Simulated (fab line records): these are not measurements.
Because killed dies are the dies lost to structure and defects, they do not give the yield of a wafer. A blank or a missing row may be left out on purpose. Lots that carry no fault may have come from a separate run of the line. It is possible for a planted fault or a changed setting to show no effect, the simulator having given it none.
One fault through the eyes of 2 desks	flow nand-harc	every desk sees just its own numbers, and what lay behind them comes last

## THE DEFECT DESK
Counts from the inspections along the route, per lot, as means over the sampled wafers that have a number. If a lot's mean is further than 4 standard deviations from the usual mean, the lot is out of limits and carries the mark OUT (the distance appears in the brackets).
Columns: A = raw-defect-count at NHARC_A_CONTACT_INSPECT_10, usual 30
lot	first seen here	A
L169	day 16 20:05	24
L170	day 17 01:05	36
L172	day 17 18:37	24
L173	day 18 05:43	42
L175	day 18 16:55	38
L183	day 20 10:59	16
L187	day 20 22:21	38
L185	day 20 22:30	33
L189	day 22 04:00	36
L188	day 22 09:31	36
L191	day 22 12:41	34
L192	day 22 13:56	21
Finding of this desk: none of the 12 lots has anything out of limits.

## TOOL OWNER'S DESK, rie-diel-08
The tool's own readings at NHARC_A_CONTACT_ETCH_98 (etches the open film in C4F6/O2, target depth 20 nm, time 10 s): means of the sampled wafers that have a number, for each lot that ran on this tool. If a lot's mean is further than 4 standard deviations from the usual mean, the lot is out of limits and carries the mark OUT (the distance appears in the brackets).
Columns: A = c4f6-flow-sccm at NHARC_A_CONTACT_ETCH_98, usual 25.01 sccm; B = drypump-motor-current-A at NHARC_A_CONTACT_ETCH_98, usual 5.6 A; C = oes-product-au at NHARC_A_CONTACT_ETCH_98, usual 0.960 a.u.; D = rf-vpp-V at NHARC_A_CONTACT_ETCH_98, usual 548.6 V; E = run-length-s at NHARC_A_CONTACT_ETCH_98, usual 31.0 s; F = showerhead-plenum-p-Torr at NHARC_A_CONTACT_ETCH_98, usual 4.00 Torr; G = throttle-valve-pct at NHARC_A_CONTACT_ETCH_98, usual 26.903 %
lot	first seen here	A	B	C	D	E	F	G
L170	day 17 03:23	25.08	5.6	0.953	550.0	31.0	4.09	26.909
L172	day 17 21:06	25.02	5.4	0.938	546.8	29.0 (-6.4) OUT	3.96	26.898
L173	day 18 07:59	24.99	5.6	0.944	546.9	30.1	3.93	26.910
L175	day 18 19:22	24.99	5.8	0.937	547.2	29.2 (-5.6) OUT	3.95	26.896
L189	day 22 08:15	25.07	5.6	0.950	549.0	31.0	4.03	26.900
L188	day 22 12:14	25.00	5.8	0.932	548.5	31.0	3.99	26.902
L191	day 22 15:01	25.13	5.5	0.998	549.9	31.1	4.08	26.906
L192	day 22 16:13	25.00	5.8	0.943	545.9	31.1	3.93	26.896
This desk's verdict: out of limits on L172, L175, starting with L172 at day 17 21:06 (run-length-s at NHARC_A_CONTACT_ETCH_98). Within limits: L170, L173, L189, L188, L191, L192.

## PUT TOGETHER
The tool owner's desk could have raised an alarm at day 17 21:06, on L172, L175.
The defect desk saw nothing out of limits.
The defect desk has L172, L175 on record, within its limits.
All the named lots went through NHARC_A_CONTACT_ETCH_98 on rie-diel-08.

## WHAT THE SIMULATOR HAD INSERTED
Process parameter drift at NHARC_A_CONTACT_ETCH_98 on rie-diel-08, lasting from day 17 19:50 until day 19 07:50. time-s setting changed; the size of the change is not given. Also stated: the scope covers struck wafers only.
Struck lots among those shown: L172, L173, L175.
How many hours passed from the start of the fault until each desk's first out-of-limits reading: the tool owner's desk, 1.
